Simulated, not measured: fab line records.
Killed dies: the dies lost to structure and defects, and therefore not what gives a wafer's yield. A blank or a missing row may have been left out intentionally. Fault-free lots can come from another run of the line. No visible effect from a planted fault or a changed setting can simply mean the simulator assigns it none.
fab line records -- flow nand-harc
record: lots: 6, wafers: 18, last-day: 34
route steps=1302 shown A_CONTACT@1032
lots untouched by any fault: they come from a run of this same line in which no faults occurred
start-h: start of the lot's first displayed wafer, in hours after the record's first day -- wait-h: hours from the lot's prior step to this one -- " same as the row above -- L1.1+2: one row covering several wafers at once -- - no value present, or no start provided -- * or withheld: withheld -- < > ~ a bound
route shown NAME@n: names a module that has steps shown in the file, with the first one's number in the route -- usual: average and standard deviation across the fault-free wafers -- same: alike in all rows -- chamber/n: place in a boat -- sites: readings site by site -- _std_site: their standard deviation -- _edge_site: inner sites' mean taken away from outer sites' mean -- radius-mm: for every site, how far away it sits from the centre of the wafer -- mask NAME#n: copy n -- behind: the tool/chamber that last shaped the wafer -- hold: why the lot was held/for how many hours/how that ended -- device: transistor that didn't switch, given as n, p or np -- end of line: the tests these same wafers got at the end of their route -- a step given without rows: its recipe and nothing more -- killed: the dies lost at the first sort to structure and to defects; this is not the yield of the wafer -- map: dies across one wafer; x = killed, . = not, _ = none there
set.NAME: setting as actually run; set.NAME@STEP: the setting as run at that earlier step -- model.NAME: the simulator's own value behind a step, which no gauge read
lots seen at some steps along the route; tables by step, rows by wafer
services: the hour from which a tool's chamber was out of use, counted from the record's first day as start-h (under 0 if before that day), plus the number of hours and why
== steps ==
step: NHARC_A_CONTACT_COAT_62
recipe: temp-c: 225, time-s: 65
step: NHARC_A_CONTACT_COAT_63
recipe: spin-rpm: 1500, resist-thk-nm: 90
step: NHARC_A_CONTACT_SOFTBAKE_64
recipe: temp-c: 105, time-s: 55
step: NHARC_A_CONTACT_EBR_65
step: NHARC_A_CONTACT_EXPOSE_66
recipe: na: 1.35, sigma-outer: 0.8, dose-mj: 59.02, mask-id: A_CC_2
step: NHARC_A_CONTACT_PEB_67
recipe: peb-temp-c: 100, peb-time-s: 65
step: NHARC_A_CONTACT_DEVELOP_68
recipe: develop-time-s: 35, dev-temp-c: 23
step: NHARC_A_CONTACT_CD_MEAS_69
recipe: target-cd-nm: 300, landing-energy-ev: 500
usual: cd-nm: 300.1/0.44
lot.wafer,tool,chamber,start-h,wait-h,cd-nm
L458.1,cd-sem-01,0,520.47,-,300.6
L458.3,cd-sem-01,0,520.47,-,300.3
L458.5,cd-sem-01,0,520.47,-,300.1
L474.2,cd-sem-03,0,662.86,-,300.0
L474.3,cd-sem-03,0,662.86,-,300.4
L474.5,cd-sem-03,0,662.86,-,299.4
L473.2,cd-sem-03,0,669.22,-,299.6
L473.4,cd-sem-03,0,669.22,-,300.3
L473.5,cd-sem-03,0,669.22,-,299.7
L476.2,cd-sem-03,0,696.83,-,300.2
L476.5,cd-sem-03,0,696.83,-,300.4
L476.6,cd-sem-03,0,696.83,-,300.2
L479.1,cd-sem-03,0,718.39,-,300.8
L479.3,cd-sem-03,0,718.39,-,300.7
L479.5,cd-sem-03,0,718.39,-,300.5
L480.1,cd-sem-01,0,751.37,-,300.4
L480.2,cd-sem-01,0,751.37,-,300.5
L480.3,cd-sem-01,0,751.37,-,300.2
step: NHARC_A_CONTACT_OVL_MEAS_70
usual: overlay-x-nm: 0.0/0.97, overlay-y-nm: -0.2/1.1
lot.wafer,tool,chamber,start-h,wait-h,overlay-x-nm,overlay-y-nm
L458.1,overlay-01,-,520.56,-,-0.7,0.2
L458.3,overlay-01,-,520.56,-,-0.6,0.0
L458.5,overlay-01,-,520.56,-,-0.5,-0.3
L474.2,overlay-02,-,662.95,-,1.0,-1.5
L474.3,overlay-02,-,662.95,-,0.8,-1.2
L474.5,overlay-02,-,662.95,-,0.6,-1.4
L473.2,overlay-02,-,669.31,-,-1.5,-0.6
L473.4,overlay-02,-,669.31,-,-1.3,-1.6
L473.5,overlay-02,-,669.31,-,-1.6,-1.0
L476.2,overlay-01,-,696.92,-,-0.6,-1.9
L476.5,overlay-01,-,696.92,-,0.3,-1.8
L476.6,overlay-01,-,696.92,-,0.1,-1.6
L479.1,overlay-02,-,718.48,-,-0.7,0.0
L479.3,overlay-02,-,718.48,-,-1.2,0.2
L479.5,overlay-02,-,718.48,-,-0.6,0.2
L480.1,overlay-02,-,751.46,-,-0.1,-0.3
L480.2,overlay-02,-,751.46,-,0.3,0.0
L480.3,overlay-02,-,751.46,-,0.8,-0.2
step: NHARC_A_CONTACT_INSPECT_71
usual: raw-defect-count: 78/36
lot.wafer,tool,chamber,start-h,wait-h,raw-defect-count
L458.1,defect-inspect-02,-,520.59,0.0,92
L458.3,defect-inspect-02,-,520.59,0.0,97
L458.5,defect-inspect-02,-,520.59,0.0,111
L474.2,defect-inspect-02,-,662.98,0.0,24
L474.3,defect-inspect-02,-,662.98,0.0,25
L474.5,defect-inspect-02,-,662.98,0.0,29
L473.2,defect-inspect-01,-,669.35,0.0,83
L473.4,defect-inspect-01,-,669.35,0.0,110
L473.5,defect-inspect-01,-,669.35,0.0,89
L476.2,defect-inspect-02,-,696.95,0.0,24
L476.5,defect-inspect-02,-,696.95,0.0,36
L476.6,defect-inspect-02,-,696.95,0.0,30
L479.1,defect-inspect-01,-,718.51,0.0,92
L479.3,defect-inspect-01,-,718.51,0.0,69
L479.5,defect-inspect-01,-,718.51,0.0,86
L480.1,defect-inspect-01,-,751.50,0.0,42
L480.2,defect-inspect-01,-,751.50,0.0,55
L480.3,defect-inspect-01,-,751.50,0.0,43
step: NHARC_A_CONTACT_DESCUM_74
recipe: time-s: 3, o2-flow-sccm: 200, ar-flow-sccm: 0, bias-power-w: 0, chemistry: O2
usual: drypump-motor-current-A: 5.6/0.44, oes-product-au: 0.996/0.0077, rf-vpp-V: 57.7/0.94, showerhead-plenum-p-Torr: 1.90/0.09, throttle-valve-pct: 11.311/0.0096
same: time-s: 3
lot.wafer,tool,chamber,start-h,wait-h,drypump-motor-current-A,oes-product-au,rf-hours-counter-h,rf-vpp-V,showerhead-plenum-p-Torr,throttle-valve-pct
L458.3,rie-diel-08,1,520.72,0.1,6.2,1.012,53,57.2,1.77,11.303
L458.1,rie-diel-08,3,520.72,0.1,5.4,0.998,45,58.0,1.79,11.313
L458.5,rie-diel-08,2,520.72,0.1,6.1,0.995,-,58.1,1.77,11.311
L474.2,rie-diel-01,2,663.05,0.1,5.7,0.997,1,57.2,1.84,11.324
L474.3,rie-diel-01,0,663.05,0.1,5.0,0.990,15,58.2,1.89,11.322
L474.5,rie-diel-01,2,663.05,0.1,5.7,1.003,-,56.0,1.84,11.325
L473.4,rie-diel-01,3,669.41,0.1,5.4,1.002,18,57.9,1.86,11.310
L473.2,rie-diel-01,2,669.41,0.1,5.7,0.993,2,57.1,1.84,11.309
L473.5,rie-diel-01,3,669.41,0.1,5.4,0.991,-,58.3,1.86,11.315
L476.2,rie-diel-03,3,697.04,0.1,5.5,0.991,19,57.4,1.83,11.313
L476.6,rie-diel-03,0,697.04,0.1,4.9,0.995,-,58.3,1.94,11.308
L476.5,rie-diel-03,1,697.04,0.1,5.3,0.979,-,59.9,2.04,11.308
L479.1,rie-diel-03,2,718.59,0.1,5.5,1.007,26,56.8,1.85,11.310
L479.3,rie-diel-03,3,718.59,0.1,5.5,1.006,29,58.8,1.83,11.311
L479.5,rie-diel-03,1,718.59,0.1,5.3,0.985,-,56.8,2.04,11.288
L480.3,rie-diel-01,1,751.56,0.1,6.3,0.994,1,58.3,1.91,11.317
L480.2,rie-diel-01,2,751.56,0.1,5.7,1.003,1,56.3,1.84,11.309
L480.1,rie-diel-01,3,751.56,0.1,5.4,1.012,1,56.4,1.86,11.329
step: NHARC_A_CONTACT_ETCH_75
recipe: target-depth-a: 390, over-etch-frac: 0.3, time-s: 65, ion-energy-ev: 80, cf4-flow-sccm: 150, ar-flow-sccm: 0, rf-w: 300, bias-w: 100, chemistry: CF4
usual: drypump-motor-current-A: 5.6/0.44, oes-product-au: 0.996/0.0075, rf-vpp-V: 151.1/1.3, showerhead-plenum-p-Torr: 1.75/0.076, throttle-valve-pct: 13.283/0.0089
same: over-etch-frac: 0.3, time-s: 65
lot.wafer,tool,chamber,start-h,wait-h,drypump-motor-current-A,oes-product-au,rf-hours-counter-h,rf-vpp-V,showerhead-plenum-p-Torr,throttle-valve-pct
L458.1,rie-diel-08,3,520.81,0.1,5.4,0.993,45,150.4,1.66,13.279
L458.3,rie-diel-08,1,520.81,0.1,6.2,1.000,53,150.9,1.64,13.292
L458.5,rie-diel-08,3,520.81,0.1,5.4,0.996,-,150.1,1.66,13.276
L474.3,rie-diel-01,0,663.13,0.1,5.0,0.999,15,150.7,1.75,13.303
L474.2,rie-diel-01,3,663.13,0.1,5.4,0.999,17,150.6,1.72,13.278
L474.5,rie-diel-01,0,663.13,0.1,5.0,0.995,-,152.0,1.75,13.305
L473.2,rie-diel-01,2,669.50,0.1,5.7,1.003,2,149.7,1.70,13.277
L473.4,rie-diel-01,3,669.50,0.1,5.4,0.986,18,149.7,1.72,13.273
L473.5,rie-diel-01,1,669.50,0.1,6.3,1.003,-,149.2,1.77,13.295
L476.2,rie-diel-03,0,697.11,0.1,5.0,0.995,18,153.2,1.79,13.280
L476.5,rie-diel-03,2,697.11,0.1,5.5,0.996,-,149.7,1.72,13.277
L476.6,rie-diel-03,3,697.11,0.1,5.5,1.010,-,151.0,1.70,13.276
L479.1,rie-diel-03,2,718.67,0.1,5.5,1.000,26,150.0,1.71,13.275
L479.3,rie-diel-03,3,718.67,0.1,5.5,1.004,29,149.2,1.70,13.286
L479.5,rie-diel-03,1,718.67,0.1,5.3,0.991,-,153.1,1.87,13.277
L480.3,rie-diel-01,0,751.64,0.1,5.0,0.983,1,152.0,1.75,13.301
L480.1,rie-diel-01,1,751.64,0.1,6.4,1.003,1,149.9,1.77,13.274
L480.2,rie-diel-01,2,751.64,0.1,5.7,1.002,1,151.0,1.70,13.285
step: NHARC_A_CONTACT_ETCH_76
recipe: target-depth-a: 2600, over-etch-frac: 0.3, time-s: 475.3, ion-energy-ev: 200, n2-flow-sccm: 150, h2-flow-sccm: 150, ar-flow-sccm: 0, rf-w: 400, bias-w: 150, chemistry: N2/H2
usual: drypump-motor-current-A: 5.6/0.45, oes-product-au: 0.997/0.0081, rf-vpp-V: 430.0/2.7, showerhead-plenum-p-Torr: 2.02/0.098, throttle-valve-pct: 14.171/0.009
same: over-etch-frac: 0.3, time-s: 475.3
lot.wafer,tool,chamber,start-h,wait-h,drypump-motor-current-A,oes-product-au,rf-hours-counter-h,rf-vpp-V,showerhead-plenum-p-Torr,throttle-valve-pct
L458.3,rie-diel-08,0,520.90,-,5.6,0.986,48,428.8,1.96,14.169
L458.1,rie-diel-08,3,520.90,-,5.5,0.996,45,426.6,1.90,14.183
L458.5,rie-diel-08,1,520.90,-,6.2,1.003,-,425.8,1.88,14.191
L474.2,rie-diel-01,2,663.26,-,5.7,0.997,1,429.2,1.96,14.157
L474.3,rie-diel-01,0,663.26,-,5.1,0.857,15,429.9,2.02,14.182
L474.5,rie-diel-01,2,663.26,-,5.7,1.000,-,429.0,1.96,14.163
L473.2,rie-diel-01,2,669.65,-,5.7,1.001,2,427.9,1.96,14.175
L473.4,rie-diel-01,3,669.65,-,5.4,0.996,18,427.5,1.98,14.165
L473.5,rie-diel-01,0,669.65,-,5.1,0.868,-,430.6,2.02,14.156
L476.2,rie-diel-03,2,697.26,-,5.5,0.997,17,428.9,1.97,14.170
L476.5,rie-diel-03,0,697.26,-,5.0,1.004,-,431.0,2.07,14.194
L476.6,rie-diel-03,1,697.26,-,5.3,0.991,-,433.9,2.17,14.178
L479.1,rie-diel-03,2,718.75,-,5.6,1.009,26,429.3,1.97,14.178
L479.3,rie-diel-03,3,718.75,-,5.5,1.007,29,427.5,1.95,14.177
L479.5,rie-diel-03,3,718.75,-,5.5,1.011,-,428.0,1.95,14.175
L480.1,rie-diel-01,0,751.73,-,5.0,0.998,1,429.0,2.01,14.184
L480.2,rie-diel-01,1,751.73,-,6.4,0.995,1,430.8,2.04,14.163
L480.3,rie-diel-01,3,751.73,-,5.4,1.005,1,428.6,1.98,14.171
step: NHARC_A_CONTACT_ETCH_77
recipe: target-depth-a: 1089, time-s: 54.5, cf4-flow-sccm: 100, chf3-flow-sccm: 30, ar-flow-sccm: 0, rf-w: 500, bias-w: 200, chemistry: CF4/CHF3
usual: drypump-motor-current-A: 5.6/0.44, oes-product-au: 0.943/0.024, rf-vpp-V: 370.1/2.5, showerhead-plenum-p-Torr: 1.56/0.068, throttle-valve-pct: 16.801/0.0086
same: time-s: 54.5
lot.wafer,tool,chamber,start-h,wait-h,drypump-motor-current-A,oes-product-au,rf-hours-counter-h,rf-vpp-V,showerhead-plenum-p-Torr,throttle-valve-pct
L458.3,rie-diel-08,1,-,-,6.3,0.924,54,366.6,1.46,16.783
L458.1,rie-diel-08,2,-,-,6.1,0.920,46,366.3,1.46,16.799
L458.5,rie-diel-08,3,-,-,5.4,0.927,-,368.7,1.48,16.798
L474.2,rie-diel-01,3,-,-,5.4,0.917,17,369.0,1.53,16.792
L474.3,rie-diel-01,0,-,-,5.0,0.908,15,369.9,1.56,16.791
L474.5,rie-diel-01,3,-,-,5.4,0.920,-,368.8,1.53,16.812
L473.4,rie-diel-01,3,-,-,5.4,0.958,19,369.4,1.53,16.797
L473.2,rie-diel-01,0,-,-,5.0,0.956,17,370.7,1.56,16.791
L473.5,rie-diel-01,1,-,-,6.3,0.980,-,371.3,1.57,16.797
L476.2,rie-diel-03,3,-,-,5.5,0.978,20,368.8,1.51,16.791
L476.6,rie-diel-03,2,-,-,5.5,0.979,-,369.4,1.52,16.806
L476.5,rie-diel-03,3,-,-,5.5,0.987,-,368.4,1.51,16.814
L479.3,rie-diel-03,1,-,-,5.3,0.912,21,373.7,1.67,16.795
L479.1,rie-diel-03,2,-,-,5.6,0.919,26,370.2,1.52,16.798
L479.5,rie-diel-03,1,-,-,5.3,0.919,-,373.7,1.67,16.806
L480.2,rie-diel-01,2,-,-,5.7,0.965,1,369.2,1.51,16.804
L480.3,rie-diel-01,3,-,-,5.4,0.968,1,369.4,1.53,16.795
L480.1,rie-diel-01,1,-,-,6.4,0.961,1,371.7,1.57,16.801
== services ==
tool,chamber,start-h,hours,kind
rie-diel-03,-,497.64,0.5,repair
rie-diel-08,2,499.32,11.7,repair
rie-diel-01,0,513.21,-,clean
rie-diel-01,1,513.21,-,clean
rie-diel-01,2,513.21,-,clean
rie-diel-01,3,513.21,-,clean
rie-diel-01,0,537.71,-,clean
rie-diel-01,1,537.71,-,clean
rie-diel-01,2,537.71,-,clean
rie-diel-01,3,537.71,-,clean
rie-diel-03,-,541.18,0.5,repair
rie-diel-08,-,549.77,9.0,pm
rie-diel-01,-,558.38,9.0,pm
rie-diel-01,0,558.38,9.0,vent-cycle
rie-diel-01,1,558.38,9.0,vent-cycle
rie-diel-01,2,558.38,9.0,vent-cycle
rie-diel-01,3,558.38,9.0,vent-cycle
rie-diel-01,2,582.28,79.9,repair
rie-diel-01,0,588.77,4.8,repair
rie-diel-03,-,635.94,9.0,pm
rie-diel-01,-,650.49,0.4,repair
rie-diel-08,-,726.77,9.0,pm
rie-diel-01,-,735.38,9.0,pm
rie-diel-03,3,736.79,3.6,repair
== key ==
first-sign: step: NHARC_A_CONTACT_ETCH_76, reading: oes-product-au, direction: down, sigmas: 17, usual: 0.997, struck: 0.862
effect none on later readings
met-at NHARC_A_CONTACT_ETCH_76
struck-wafers L473.5,L474.3
sort-left-out L473.5,L474.3
tester-left-out L473,L474
fault: kind: process-parameter-drift, tool: rie-diel-01, chamber: 0, onset-h: 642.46, steps: NHARC_A_CONTACT_ETCH_76, channel: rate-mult, offset: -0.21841, shape: step, end-h: 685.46
tester-left-out: of these lots the tester's yield and bins aren't shown, on N5 and GAA mostly nor the transistor test; their killed dies are dies lost to structure and defects alone, not to doping, threshold or leakage, so they don't give the yield
sort-left-out: the simulated sort isn't trusted on such a fault, so these wafers' sort isn't shown, and their yield isn't known
